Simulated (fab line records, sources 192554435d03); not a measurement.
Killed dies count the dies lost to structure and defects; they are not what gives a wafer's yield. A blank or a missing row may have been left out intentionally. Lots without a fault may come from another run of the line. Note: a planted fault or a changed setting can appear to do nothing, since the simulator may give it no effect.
fab line records    flow n5_finfet
record: lots: 7  wafers: 21
route steps=1938 shown WELL_APT@21 PMOS_HMC_CHANNEL_EPI@57 DUMMY_GATE@243 SD_EPI_N@288 SD_EPI_P@321 SD_ACTIVATION@330 HKMG_FIN@392
start_h: the number of hours between the record's first day and the start of the first shown wafer of the lot    wait_h: hours elapsed since this lot's preceding step    " as in the row above    L1.1+2: a row that stands for several wafers    - value missing, or start not given    * or withheld: withheld    < > ~ a bound
route shown NAME@n: a module of which the file shows steps, and the number in the route of the first    usual: average and standard deviation across the fault-free wafers    same: alike in all rows    chamber/n: place in a boat    sites: readings site by site    _std_site: the standard deviation of these    _edge_site: mean of outer sites minus mean of inner sites    radius_mm: for every site, how far away it sits from the centre of the wafer    mask NAME#n: copy n    behind: tool/chamber where the wafer was last shaped    hold: what put the lot on hold/how long, in hours/how the hold closed    device: which transistor (n, p or np) failed to switch    end of line: tests run on the same wafers once the route is complete    where a step has no rows: the recipe by itself    killed: dies lost to structure and defects at the first sort, not the wafer's yield    map: a wafer's dies, marking killed ones x, the rest . and places with no die _
set.NAME: the setting that was run; set.NAME@STEP: the one run at that earlier step    model.NAME: the simulator's own value behind a step, which no gauge read
lots run with intentionally changed settings; tables by step, rows by wafer
== steps ==
step: N5_WELL_APT_COAT_02
recipe: spin_rpm: 1357  resist_thk_nm: 950
lot.wafer  tool            chamber  start_h  wait_h  set.spin_rpm  model.coat_of_WELL_APT_COAT_02.thk_nm
L078.3     litho_track-02  0        -        -       1357          949
L078.4     "               0        "        "       1357          950
L078.5     "               0        "        "       1357          953.5
L082.2     litho_track-02  0        -        -       1357          948.5
L082.4     "               0        "        "       1357          948.8
L082.6     "               0        "        "       1357          949.8
L084.1     litho_track-01  0        -        -       1454          921.2
L084.2     "               0        "        "       1454          918.4
L084.4     "               0        "        "       1357          953.3
L086.1     litho_track-02  0        -        -       1357          952.7
L086.5     "               0        "        "       1357          952
L086.6     "               0        "        "       1426          929.8
L089.1     litho_track-02  0        -        -       1357          956.5
L089.3     "               0        "        "       1260          993.1
L089.4     "               0        "        "       1260          991.1
L090.4     litho_track-01  0        -        -       1268          985.7
L090.5     "               0        "        "       1357          952
L090.6     "               0        "        "       1268          983.8
L093.1     litho_track-03  0        -        -       1357          948.7
L093.4     "               0        "        "       1357          952.1
L093.6     "               0        "        "       1357          949.2
step: N5_PMOS_HMC_CHANNEL_EPI_HM_DEP_34
recipe: material: SiO2  target_thk_a: 360  temp_c: 400  precursor: TEOS/O2  pressure_torr: 6.5  rf_w: 900  teos_flow_sccm: 161.4  gas: O2  flow_sccm: 2650  time_s: 6.9
lot.wafer  tool      chamber  start_h  wait_h  set.time_s  model.SiO2_of_PMOS_HMC_CHANNEL_EPI_HM_DEP_34.thk_nm
L078.3     pecvd-03  2        40.99    0.0     6.9         35.34
L078.4     "         2        "        "       6.9         35.92
L078.5     "         1        "        "       6.9         35.4
L082.2     pecvd-03  0        65.20    0.0     6.9         35.72
L082.4     "         2        "        "       5.936       30.98
L082.6     "         0        "        "       5.936       30.71
L084.1     pecvd-03  2        76.94    0.0     6.9         35.11
L084.2     "         1        "        "       7.351       37.42
L084.4     "         2        "        "       6.9         35.74
L086.1     pecvd-03  2        88.49    0.0     6.9         35.29
L086.5     "         2        "        "       6.9         36.14
L086.6     "         1        "        "       6.177       32.74
L089.1     pecvd-02  1        106.56   0.0     6.9         34.39
L089.3     "         0        "        "       6.9         35.02
L089.4     "         2        "        "       6.9         36.29
L090.4     pecvd-02  2        113.04   0.0     6.9         36.68
L090.5     "         1        "        "       6.9         35.44
L090.6     "         0        "        "       6.9         36.35
L093.1     pecvd-03  1        130.99   0.0     6.9         35.44
L093.4     "         2        "        "       6.9         35.85
L093.6     "         0        "        "       6.9         35.8
step: N5_PMOS_HMC_CHANNEL_EPI_PEB_07
recipe: peb_temp_c: 110  peb_time_s: 60  resist: CAR-ArF-block
lot.wafer   tool            chamber  start_h  wait_h  set.peb_time_s
L078.3+4+5  litho_track-05  0        41.33    0.0     60
L082.2+6    litho_track-02  0        65.58    0.0     60
L082.4      "               0        "        "       54.88
L084.1      litho_track-04  0        77.15    0.1     56.09
L084.2+4    "               0        "        "       60
L086.1+5    litho_track-02  0        88.70    0.1     63.49
L086.6      "               0        "        "       60
L089.1+3+4  litho_track-04  0        106.90   0.1     60
L090.4+6    litho_track-02  0        113.24   0.0     60
L090.5      "               0        "        "       65.27
L093.1+4    litho_track-02  0        131.20   0.1     67.48
L093.6      "               0        "        "       60
step: N5_PMOS_HMC_CHANNEL_EPI_DEVELOP_08
recipe: develop_time_s: 30  developer: TMAH  resist: CAR-ArF-block  dev_temp_c: 23  rinse_liquid: diw  dry: air_spin
step: N5_PMOS_HMC_CHANNEL_EPI_CD_MEAS_09
recipe: target_cd_nm: 237.4  landing_energy_ev: 500  detector: se_inlens
usual: cd_nm: 238.1/1.3
lot.wafer  tool       chamber  start_h  wait_h  set.peb_time_s@PMOS_HMC_CHANNEL_EPI_PEB_07  cd_nm
L078.3     cd_sem-03  0        41.39    -       60                                          238.7
L078.4     "          0        "        "       60                                          238.0
L078.5     "          0        "        "       60                                          239.1
L082.2     cd_sem-03  0        65.64    -       60                                          237.0
L082.4     "          0        "        "       54.88                                       233.5
L082.6     "          0        "        "       60                                          238.1
L084.1     cd_sem-03  0        77.22    -       56.09                                       234.9
L084.2     "          0        "        "       60                                          238.8
L084.4     "          0        "        "       60                                          237.9
L086.1     cd_sem-01  0        88.77    -       63.49                                       241.8
L086.5     "          0        "        "       63.49                                       242.7
L086.6     "          0        "        "       60                                          241.0
L089.1     cd_sem-02  0        106.97   -       60                                          237.5
L089.3     "          0        "        "       60                                          236.2
L089.4     "          0        "        "       60                                          237.3
L090.4     cd_sem-01  0        113.31   -       60                                          238.1
L090.5     "          0        "        "       65.27                                       242.4
L090.6     "          0        "        "       60                                          239.2
L093.1     cd_sem-02  0        131.26   -       67.48                                       243.2
L093.4     "          0        "        "       67.48                                       243.5
L093.6     "          0        "        "       60                                          239.4
step: N5_PMOS_HMC_CHANNEL_EPI_DESCUM_14
recipe: chemistry: O2  time_s: 7.9  source_power_w: 50  bias_power_w: 20  pressure_mtorr: 20  rf_frequency_hz: 2.712e+07  temp_c: 40  resist: CAR-ArF-block  o2_flow_sccm: 225
lot.wafer  tool         chamber  start_h  wait_h  set.peb_time_s@PMOS_HMC_CHANNEL_EPI_PEB_07  model.PMOS_HMC_CHANNEL_EPI.cd_nm
L078.3     rie_diel-01  1        41.48    0.0     60                                          238.7
L078.4     "            0        "        "       60                                          238.4
L078.5     "            3        "        "       60                                          239.6
L082.2     rie_diel-02  2        65.73    0.0     60                                          236.6
L082.4     "            3        "        "       54.88                                       233.4
L082.6     "            1        "        "       60                                          238.1
L084.1     rie_diel-01  2        77.35    0.1     56.09                                       234.8
L084.2     "            3        "        "       60                                          238.8
L084.4     "            2        "        "       60                                          237.9
L086.1     rie_diel-03  3        88.86    0.0     63.49                                       242
L086.5     "            1        "        "       63.49                                       243
L086.6     "            2        "        "       60                                          241.4
L089.1     rie_diel-01  0        107.29   0.3     60                                          237.3
L089.3     "            2        "        "       60                                          236.6
L089.4     "            3        "        "       60                                          237.2
L090.4     rie_diel-01  1        113.39   0.0     60                                          238.2
L090.5     "            3        "        "       65.27                                       242.5
L090.6     "            2        "        "       60                                          239.4
L093.1     rie_diel-01  1        131.35   0.0     67.48                                       243.3
L093.4     "            2        "        "       67.48                                       243.5
L093.6     "            0        "        "       60                                          239.6
step: N5_PMOS_HMC_CHANNEL_EPI_ETCH_32
recipe: chemistry: N2/H2  target: BARC  stop_on: SiO2  target_depth_a: 858  over_etch_frac: 0.3  time_s: 50.3  ion_energy_ev: 200  mask_material: CAR-ArF-block  pressure_mtorr: 30  source_w: 840  bias_w: 150  n2_flow_sccm: 200  h2_flow_sccm: 200
lot.wafer  tool         chamber  start_h  wait_h  set.peb_time_s@PMOS_HMC_CHANNEL_EPI_PEB_07  model.PMOS_HMC_CHANNEL_EPI.cd_nm
L078.3     rie_diel-01  1        41.51    0.0     60                                          241
L078.4     "            0        "        "       60                                          239.3
L078.5     "            3        "        "       60                                          243.4
L082.2     rie_diel-02  2        65.77    0.0     60                                          239.9
L082.4     "            3        "        "       54.88                                       235.2
L082.6     "            1        "        "       60                                          240.4
L084.1     rie_diel-01  2        77.39    0.0     56.09                                       238.4
L084.2     "            3        "        "       60                                          241.3
L084.4     "            2        "        "       60                                          241.2
L086.1     rie_diel-03  3        88.89    0.0     63.49                                       243.6
L086.5     "            1        "        "       63.49                                       244.6
L086.6     "            2        "        "       60                                          242
L089.1     rie_diel-01  0        107.32   0.0     60                                          238.6
L089.3     "            2        "        "       60                                          239.9
L089.4     "            3        "        "       60                                          240.4
L090.4     rie_diel-01  1        113.43   0.0     60                                          240.2
L090.5     "            3        "        "       65.27                                       245
L090.6     "            2        "        "       60                                          242
L093.1     rie_diel-01  1        131.39   0.0     67.48                                       245.1
L093.4     "            2        "        "       67.48                                       246
L093.6     "            0        "        "       60                                          241
step: N5_PMOS_HMC_CHANNEL_EPI_HM_OPEN_15
recipe: chemistry: CHF3/O2  target: SiO2  mask_material: CAR-ArF-block  target_depth_a: 406  CHF3_flow_sccm: 50  O2_flow_sccm: 5  Ar_flow_sccm: 200  time_s: 20.3  pressure_mtorr: 30  source_w: 650  bias_w: 170  ion_energy_ev: 200
step: N5_PMOS_HMC_CHANNEL_EPI_STRIP_33
recipe: chemistry: N2/H2  power_w: 500  temp_c: 40  pressure_mtorr: 50  rf_frequency_hz: 6e+07  overash_fraction: 0.3  bias_power_w: 8  h2_frac: 0.5  n2_flow_sccm: 300  h2_flow_sccm: 300
step: N5_PMOS_HMC_CHANNEL_EPI_FIN_RECESS_16
recipe: chemistry: HBr/Cl2  target: Si  mask_material: SiO2  target_depth_a: 540  time_s: 18  pressure_mtorr: 10  icp_w: 800  bias_w: 75  HBr_flow_sccm: 150  Cl2_flow_sccm: 80
step: N5_PMOS_HMC_CHANNEL_EPI_PRECLEAN_36
recipe: chemistry: O3/DIW  time_s: 45  temp_c: 22  o3_ppm: 10
step: N5_PMOS_HMC_CHANNEL_EPI_PRECLEAN_18
recipe: chemistry: DHF  time_s: 30  temp_c: 25  dilution: withheld
lot.wafer  tool          chamber  start_h  wait_h  set.time_s@PMOS_HMC_CHANNEL_EPI_HM_DEP_34  model.SiO2_of_PMOS_HMC_CHANNEL_EPI_HM_DEP_34.thk_nm
L078.3     wet_bench-06  7        42.07    0.0     6.9                                        24.57
L078.4     "             4        "        "       6.9                                        24.51
L078.5     "             6        "        "       6.9                                        24.01
L082.2     wet_bench-06  3        66.30    0.0     6.9                                        24.28
L082.4     "             6        "        "       5.936                                      19.69
L082.6     "             7        "        "       5.936                                      19.46
L084.1     wet_bench-02  6        77.92    0.0     6.9                                        23.49
L084.2     "             2        "        "       7.351                                      26.09
L084.4     "             1        "        "       6.9                                        24.38
L086.1     wet_bench-06  1        89.43    0.0     6.9                                        24.12
L086.5     "             3        "        "       6.9                                        24.96
L086.6     "             4        "        "       6.177                                      21.36
L089.1     wet_bench-06  0        107.86   0.0     6.9                                        23.33
L089.3     "             3        "        "       6.9                                        23.59
L089.4     "             4        "        "       6.9                                        25.17
L090.4     wet_bench-01  3        113.96   0.0     6.9                                        25.69
L090.5     "             5        "        "       6.9                                        24.35
L090.6     "             7        "        "       6.9                                        24.99
L093.1     wet_bench-06  4        131.94   0.0     6.9                                        24.19
L093.4     "             5        "        "       6.9                                        24.37
L093.6     "             3        "        "       6.9                                        24.4
step: N5_DUMMY_GATE_ETCH_31
recipe: chemistry: C4F6/O2  target: SiO2  mask_material: SOC  target_depth_a: 825  time_s: 27.5  ion_energy_ev: 250  pressure_mtorr: 30  source_w: 345  bias_w: 185  Ar_flow_sccm: 300  C4F6_flow_sccm: 10  O2_flow_sccm: 10
lot.wafer  tool         chamber  start_h  wait_h  set.target_depth_a  model.etch.depth_nm
L078.3     rie_diel-03  0        70.17    0.0     825                 81.09
L078.4     "            1        "        "       825                 79.38
L078.5     "            3        "        "       825                 80.71
L082.2     rie_diel-01  1        99.25    0.0     758.3               73.79
L082.4     "            3        "        "       825                 78.91
L082.6     "            3        "        "       825                 79.27
L084.1     rie_diel-03  0        108.95   0.1     825                 81.46
L084.2     "            2        "        "       825                 83.36
L084.4     "            3        "        "       825                 82.24
L086.1     rie_diel-01  3        122.12   0.0     792.6               75.95
L086.5     "            2        "        "       792.6               78.44
L086.6     "            3        "        "       825                 79.36
L089.1     rie_diel-01  2        138.69   0.0     825                 81.82
L089.3     "            0        "        "       872.4               83.84
L089.4     "            1        "        "       872.4               84.92
L090.4     rie_diel-01  1        141.95   0.0     885.7               85.61
L090.5     "            2        "        "       825                 81.6
L090.6     "            3        "        "       825                 78.74
L093.1     rie_diel-03  0        162.29   0.0     825                 81.08
L093.4     "            1        "        "       825                 81.82
L093.6     "            0        "        "       892.1               87.47
step: N5_SD_EPI_N_EPI_21
recipe: material: Si:P  dopant: P  temp_c: 680  pressure_torr: 255  time_s: 690
lot.wafer  tool          chamber  start_h  wait_h  set.epi_growth_time_s  model.Si-P_of_SD_EPI_N_EPI_21.thk_nm
L078.3     epi_rpcvd-03  0        74.21    0.7     690                    60.4
L078.4+5   "             0        "        "       690                    59.8
L082.2     epi_rpcvd-01  0        103.30   0.4     690                    58.8
L082.4     "             0        "        "       690                    59.2
L082.6     "             0        "        "       645.3                  56.2
L084.1     epi_rpcvd-03  0        112.38   0.1     636.3                  56.8
L084.2     "             0        "        "       690                    59.6
L084.4     "             0        "        "       690                    59.2
L086.1     epi_rpcvd-01  0        125.63   0.1     656.3                  57
L086.5     "             0        126.75   1.1     690                    58.8
L086.6     "             0        "        "       656.3                  56.8
L089.1     epi_rpcvd-02  0        142.11   0.1     751.4                  62.8
L089.3     "             0        "        "       751.4                  63
L089.4     "             0        "        "       690                    59
L090.4     epi_rpcvd-03  0        146.43   0.9     690                    60
L090.5     "             0        "        "       720.3                  62.4
L090.6     "             0        "        "       690                    60.2
L093.1     epi_rpcvd-03  0        165.88   0.1     690                    59
L093.4     "             0        "        "       662                    57.8
L093.6     "             0        "        "       662                    58
step: N5_SD_EPI_N_PRECLEAN_24
recipe: chemistry: O3/DIW  time_s: 60  temp_c: 22  o3_ppm: 10
step: N5_SD_EPI_P_EPI_21
recipe: material: SiGe:B  dopant: B  temp_c: 550  pressure_torr: 20  ambient: H2  time_s: 355
step: N5_SD_EPI_P_HM_STRIP_48
recipe: chemistry: H3PO4  temp_c: 160  material: SiNx  target: SiNx  target_depth_a: 30  overetch_fraction: 0.3
lot.wafer  tool          chamber  start_h  wait_h  set.epi_growth_time_s@SD_EPI_N_EPI_21  model.Si-P_of_SD_EPI_N_EPI_21.thk_nm
L078.3     wet_bench-02  1        80.96    0.0     690                                    59.8
L078.4+5   "             6,7      "        "       690                                    59
L082.2     wet_bench-06  2        109.89   0.0     690                                    58.2
L082.4     "             5        "        "       690                                    58.4
L082.6     "             4        "        "       645.3                                  55.6
L084.1     wet_bench-01  0        119.03   0.0     636.3                                  56.2
L084.2     "             7        "        "       690                                    59
L084.4     "             4        "        "       690                                    58.6
L086.1+6   wet_bench-02  3,2      131.95   0.1     656.3                                  56.2
L086.5     "             0        "        "       690                                    58.2
L089.1     wet_bench-02  1        149.19   0.0     751.4                                  62
L089.3     "             5        "        "       751.4                                  62.4
L089.4     "             4        "        "       690                                    58.2
L090.4     wet_bench-02  3        152.77   0.0     690                                    59.2
L090.5     "             6        "        "       720.3                                  61.6
L090.6     "             2        "        "       690                                    59.6
L093.1     wet_bench-01  4        173.11   0.0     690                                    58.4
L093.4+6   "             2,5      "        "       662                                    57.2
step: N5_SD_EPI_P_SRD_49
recipe: dry: ipa_marangoni  time_s: 30  temp_c: 23  rinse_liquid: diw
step: N5_SD_EPI_P_PRECLEAN_24
recipe: chemistry: O3/DIW  time_s: 45  temp_c: 22  o3_ppm: 10
step: N5_SD_ACTIVATION_RTA_00
recipe: temp_c: 975  time_s: 0  ambient: N2  idle_temp_c: 600  ramp_up_c_per_s: 150  ramp_down_c_per_s: 60  cool_to_c: 600
step: N5_SD_ACTIVATION_LSA_01
recipe: temp_c: 1080  time_s: 0.0008  ambient: N2
step: N5_SD_ACTIVATION_RS_MEAS_03
recipe: thk_meas_gauge: four-point-probe
usual: RS_SD_N: 21.81/0.27  RS_SD_P: 56.0/1.2
lot.wafer  tool           chamber  start_h  wait_h  set.epi_growth_time_s@SD_EPI_N_EPI_21  RS_SD_N[ohm/sq]  RS_SD_P[ohm/sq]
L078.3     film_metro-01  -        81.57    0.2     690                                    21.38            57.9
L078.4     "              -        "        "       690                                    21.69            58.3
L078.5     "              -        "        "       690                                    21.87            58.0
L082.2     film_metro-01  -        110.49   0.2     690                                    22.21            55.4
L082.4     "              -        "        "       690                                    21.97            55.7
L082.6     "              -        "        "       645.3                                  23.06            55.7
L084.1     film_metro-01  -        119.61   0.2     636.3                                  22.56            55.6
L084.2     "              -        "        "       690                                    21.65            57.1
L084.4     "              -        "        "       690                                    21.64            56.4
L086.1     film_metro-02  -        132.62   0.2     656.3                                  22.90            55.0
L086.5     "              -        "        "       690                                    22.10            54.5
L086.6     "              -        "        "       656.3                                  23.03            55.6
L089.1     film_metro-02  -        149.76   0.2     751.4                                  20.40            55.0
L089.3     "              -        "        "       751.4                                  20.23            54.3
L089.4     "              -        "        "       690                                    21.91            54.5
L090.4     film_metro-01  -        153.41   0.1     690                                    21.69            56.8
L090.5     "              -        "        "       720.3                                  21.00            57.4
L090.6     "              -        "        "       690                                    21.54            57.4
L093.1     film_metro-02  -        173.69   0.2     690                                    21.92            55.6
L093.4     "              -        "        "       662                                    22.22            56.5
L093.6     "              -        "        "       662                                    22.25            56.0
step: N5_HKMG_FIN_COAT_43
recipe: resist: CAR-ArF  spin_rpm: 1500  resist_thk_nm: 90
lot.wafer  tool            chamber  start_h  wait_h  set.spin_rpm  model.CAR-ArF_of_HKMG_FIN_COAT_43.thk_nm
L078.3+4   litho_track-05  0        -        -       1500          90
L078.5     "               0        "        "       1500          89.8
L082.2     litho_track-03  0        -        -       1500          89.6
L082.4     "               0        "        "       1500          89.8
L082.6     "               0        "        "       1396          92.8
L084.1     litho_track-05  0        -        -       1388          94.2
L084.2     "               0        "        "       1500          90.2
L084.4     "               0        "        "       1500          90.4
L086.1     litho_track-05  0        -        -       1500          90.2
L086.5+6   "               0        "        "       1500          90.6
L089.1+4   litho_track-02  0        -        -       1500          90.6
L089.3     "               0        "        "       1642          86.4
L090.4     litho_track-05  0        -        -       1500          89.8
L090.5     "               0        "        "       1641          86
L090.6     "               0        "        "       1500          90
L093.1     litho_track-02  0        -        -       1500          89.8
L093.4     "               0        "        "       1500          90.2
L093.6     "               0        "        "       1500          90
step: N5_HKMG_FIN_EBR_45
recipe: solvent: PGMEA  ebr_width_mm: 1.5
step: N5_HKMG_FIN_SOFTBAKE_44
recipe: temp_c: 110  time_s: 60  resist: CAR-ArF
step: N5_HKMG_FIN_EXPOSE_46
recipe: mask_id: NDIPOLE  na: 1.35  source_shape: conventional  sigma_outer: 0.8  polarization: unpolarized  dose_mj: 40
step: N5_HKMG_FIN_PEB_47
recipe: peb_temp_c: withheld  peb_time_s: 60  resist: CAR-ArF
step: N5_HKMG_FIN_DEVELOP_48
recipe: develop_time_s: 30  developer: TMAH  resist: CAR-ArF  rinse_liquid: diw  dry: air_spin  dev_temp_c: 23
lot.wafer  tool            chamber  start_h  wait_h  set.spin_rpm@HKMG_FIN_COAT_43  model.CAR-ArF_of_HKMG_FIN_COAT_43.thk_nm
L078.3+5   litho_track-02  0        -        -       1500                           88.2
L078.4     "               0        "        "       1500                           88.4
L082.2     litho_track-05  0        -        -       1500                           87.8
L082.4     "               0        "        "       1500                           88.2
L082.6     "               0        "        "       1396                           91.2
L084.1     litho_track-02  0        -        -       1388                           92.4
L084.2     "               0        "        "       1500                           88.6
L084.4     "               0        "        "       1500                           88.8
L086.1     litho_track-02  0        -        -       1500                           88.6
L086.5+6   "               0        "        "       1500                           88.8
L089.1+4   litho_track-02  0        -        -       1500                           89
L089.3     "               0        "        "       1642                           84.6
L090.4     litho_track-05  0        -        -       1500                           88.2
L090.5     "               0        "        "       1641                           84.2
L090.6     "               0        "        "       1500                           88.4
L093.1     litho_track-05  0        -        -       1500                           88
L093.4     "               0        "        "       1500                           88.6
L093.6     "               0        "        "       1500                           88.2
step: N5_HKMG_FIN_ETCH_54
recipe: chemistry: CF4  target: SiARC  target_depth_a: 455  mask_material: CAR-ArF  time_s: 75.8  ion_energy_ev: 80  pressure_mtorr: 40  source_w: 545  bias_w: 36  Ar_flow_sccm: 100  cf4_flow_sccm: 100  ends: cleared
usual: etch_rf_on_time_s: 75.7/2  rf_vpp_V: 184.5/1
lot.wafer  tool         chamber  start_h  wait_h  set.source_w  set.spin_rpm@HKMG_FIN_COAT_43  etch_rf_on_time_s  rf_vpp_V  model.CAR-ArF_of_HKMG_FIN_COAT_43.thk_nm
L078.3     rie_diel-06  1        94.88    0.0     545           1500                           73.1               186.0     50.8
L078.4     "            3        "        "       545           1500                           73.8               184.1     51
L078.5     "            3        "        "       545           1500                           74.4               184.0     50.8
L082.2     rie_diel-05  2        123.41   0.0     513.7         1500                           78.7               189.5     50.4
L082.4     "            3        "        "       545           1500                           76.2               183.8     50.6
L082.6     "            1        "        "       513.7         1396                           77.0               189.0     53.8
L084.1     rie_diel-04  1        132.72   0.0     545           1388                           77.1               184.9     55
L084.2     "            0        "        "       545           1500                           76.4               184.4     51
L084.4     "            2        "        "       582.5         1500                           70.9               180.9     51.2
L086.1     rie_diel-04  1        145.44   0.0     545           1500                           75.9               185.0     51
L086.5     "            1        "        "       475.9         1500                           85.9               193.4     51.4
L086.6     "            2        "        "       475.9         1500                           86.6               194.9     51.4
L089.1     rie_diel-05  2        164.58   0.0     545           1500                           75.1               186.0     51.6
L089.3     "            1        "        "       545           1642                           73.0               184.0     47.2
L089.4     "            3        "        "       451.9         1500                           90.8               196.7     51.6
L090.4     rie_diel-04  1        167.15   0.0     545           1500                           75.7               182.4     50.6
L090.5     "            1        "        "       545           1641                           75.5               183.8     46.8
L090.6     "            2        "        "       475.3         1500                           85.3               194.9     51
L093.1     rie_diel-05  3        188.46   0.0     545           1500                           76.3               181.7     50.6
L093.4     "            0        "        "       545           1500                           78.4               182.3     51.4
L093.6     "            3        "        "       545           1500                           75.7               182.6     50.8
== key ==
split: step: N5_WELL_APT_COAT_02  setting: spin_rpm  stated: 1357  by: wafer
response: step: N5_WELL_APT_COAT_02  reading: model.coat_of_WELL_APT_COAT_02.thk_nm  change: -4.81  per: 1%  r: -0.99
split: step: N5_PMOS_HMC_CHANNEL_EPI_HM_DEP_34  setting: time_s  stated: 6.9  by: wafer
response: step: N5_PMOS_HMC_CHANNEL_EPI_HM_DEP_34  reading: model.SiO2_of_PMOS_HMC_CHANNEL_EPI_HM_DEP_34.thk_nm  change: +0.323  per: 1%  r: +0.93
response: step: N5_PMOS_HMC_CHANNEL_EPI_PRECLEAN_18  reading: model.SiO2_of_PMOS_HMC_CHANNEL_EPI_HM_DEP_34.thk_nm  change: +0.325  per: 1%  r: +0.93
split: step: N5_PMOS_HMC_CHANNEL_EPI_PEB_07  setting: peb_time_s  stated: 60  by: wafer
response: step: N5_PMOS_HMC_CHANNEL_EPI_CD_MEAS_09  reading: cd_nm  change: +0.382  per: 1%  r: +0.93
response: step: N5_PMOS_HMC_CHANNEL_EPI_DESCUM_14  reading: model.PMOS_HMC_CHANNEL_EPI.cd_nm  change: +0.377  per: 1%  r: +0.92
response: step: N5_PMOS_HMC_CHANNEL_EPI_ETCH_32  reading: model.PMOS_HMC_CHANNEL_EPI.cd_nm  change: +0.431  per: 1%  r: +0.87
split: step: N5_DUMMY_GATE_ETCH_31  setting: target_depth_a  stated: 825  by: wafer
response: step: N5_DUMMY_GATE_ETCH_31  reading: model.etch.depth_nm  change: +0.663  per: 1%  r: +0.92
split: step: N5_SD_EPI_N_EPI_21  setting: epi_growth_time_s  stated: 690  by: wafer
response: step: N5_SD_EPI_N_EPI_21  reading: model.Si-P_of_SD_EPI_N_EPI_21.thk_nm  change: +0.402  per: 1%  r: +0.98
response: step: N5_SD_EPI_P_HM_STRIP_48  reading: model.Si-P_of_SD_EPI_N_EPI_21.thk_nm  change: +0.405  per: 1%  r: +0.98
response: step: N5_SD_ACTIVATION_RS_MEAS_03  reading: RS_SD_N  change: -0.149  per: 1%  r: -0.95
split: step: N5_HKMG_FIN_COAT_43  setting: spin_rpm  stated: 1500  by: wafer
response: step: N5_HKMG_FIN_COAT_43  reading: model.CAR-ArF_of_HKMG_FIN_COAT_43.thk_nm  change: -0.451  per: 1%  r: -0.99
response: step: N5_HKMG_FIN_DEVELOP_48  reading: model.CAR-ArF_of_HKMG_FIN_COAT_43.thk_nm  change: -0.461  per: 1%  r: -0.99
response: step: N5_HKMG_FIN_ETCH_54  reading: model.CAR-ArF_of_HKMG_FIN_COAT_43.thk_nm  change: -0.466  per: 1%  r: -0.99
split: step: N5_HKMG_FIN_ETCH_54  setting: source_w  stated: 545  by: wafer
response: step: N5_HKMG_FIN_ETCH_54  reading: etch_rf_on_time_s  change: *  per: 1%  r: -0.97
response: step: N5_HKMG_FIN_ETCH_54  reading: rf_vpp_V  change: -0.753  per: 1%  r: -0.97
